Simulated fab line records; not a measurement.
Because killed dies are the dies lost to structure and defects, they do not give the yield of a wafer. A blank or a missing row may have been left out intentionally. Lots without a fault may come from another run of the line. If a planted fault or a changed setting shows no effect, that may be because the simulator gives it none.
8D (eight disciplines) problem report, filled in by code + flow nand-harc + the parts of the form that need people (team, actions taken, sign-off) are left out

== 1. THE ISSUE ==
oes-product-au at NHARC_A_CONTACT_ETCH_31 reads a mean of 0.823 a.u. on 2 wafers of 2 lots; wafers without a fault read 1.000 a.u. with a standard deviation of 0.0096. That puts it -18 standard deviations away from the usual mean.
The step: etches the open film in O2/COS, target depth 2000 nm, time 520 s.
Seen first at day 19 10:26 on rie-diel-10, wafer L244.4. The record holds 42 wafers of 14 lots with a number at this step. By rule, "out" or "out of limits" means more than 4 standard deviations away from the usual mean. Any other wafer with a number is counted as sound.

== 2. WHAT IT IS; WHAT IT IS NOT ==
| question                    | is                | is not                                                                                                                     |
|-----------------------------|-------------------|----------------------------------------------------------------------------------------------------------------------------|
| which readings at this step | oes-product-au    | drypump-motor-current-A, mfc-ar-sccm, o2-flow-sccm, rf-fwd-power-W, rf-vpp-V, showerhead-plenum-p-Torr, throttle-valve-pct |
| which lots                  | L244, L250        | L234, L235, L236, L237, L238, L239, L240, L243, L247, L253, L256, L257                                                     |
| which wafers of those lots  | L244.4, L250.3    | L244.5, L244.6, L250.5, L250.6                                                                                             |
| read on which tools         | rie-diel-10       | rie-diel-02, rie-diel-09                                                                                                   |
| when                        | from day 19 10:26 | up to then (26 sound wafers); but 14 sound wafers of L247, L250, L253, L256, L257 came after                               |

== 3. WHAT RULES OUT EACH SUSPECT ==
Counting: any tool at a process step up to the reading remains a suspect provided it ran every lot that is out. Sound lots after the first of them don't rule it out here, since some wafers of a struck lot are sound.
- rie-diel-10 at NHARC_A_CONTACT_ETCH_31 (etches the open film in O2/COS, target depth 2000 nm, time 520 s): kept. Every lot that is out went through it, the first being L244 (day 19 10:26); the last sound lot it ran before that was L243 (day 18 17:32). Out on those wafers are its own readings of oes-product-au.
- rie-diel-10, NHARC_A_CONTACT_ETCH_31: wafers that are out in chamber 0, sound lot-mates in chambers 1, 2, 3.
Remaining after the count: rie-diel-10 at NHARC_A_CONTACT_ETCH_31.

== 4. THE CAUSE (what the simulator had put in) ==
rie-diel-10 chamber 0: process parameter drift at NHARC_A_CONTACT_ETCH_31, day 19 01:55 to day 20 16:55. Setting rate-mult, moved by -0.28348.
This tool alone remained once counting was done.

== 5. THE CHAIN OF EFFECTS, in route order ==
Each row: a reading whose mean over the struck wafers that have a number lies more than 3 standard deviations from the usual. Readings are gone through only where the record gives a usual standard deviation; hours: the median, over the lots, of the time from a lot's start at the first step in this table giving one to that lot's start at this step; sigmas: the change measured in usual standard deviations.
| hours | step                    | reading        | usual      | on struck wafers | change | sigmas |
|-------|-------------------------|----------------|------------|------------------|--------|--------|
| 0     | NHARC_A_CONTACT_ETCH_31 | oes-product-au | 1.000 a.u. | 0.823            | -0.177 | -18    |
It contains these process steps:
- NHARC_A_CONTACT_ETCH_31: etches the open film in O2/COS, target depth 2000 nm, time 520 s.

== 6. HOW IT WOULD HAVE BEEN CAUGHT EARLIER ==
The fault began at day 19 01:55; the first out-of-limits reading in this record came at day 19 10:26, 9 hours later.
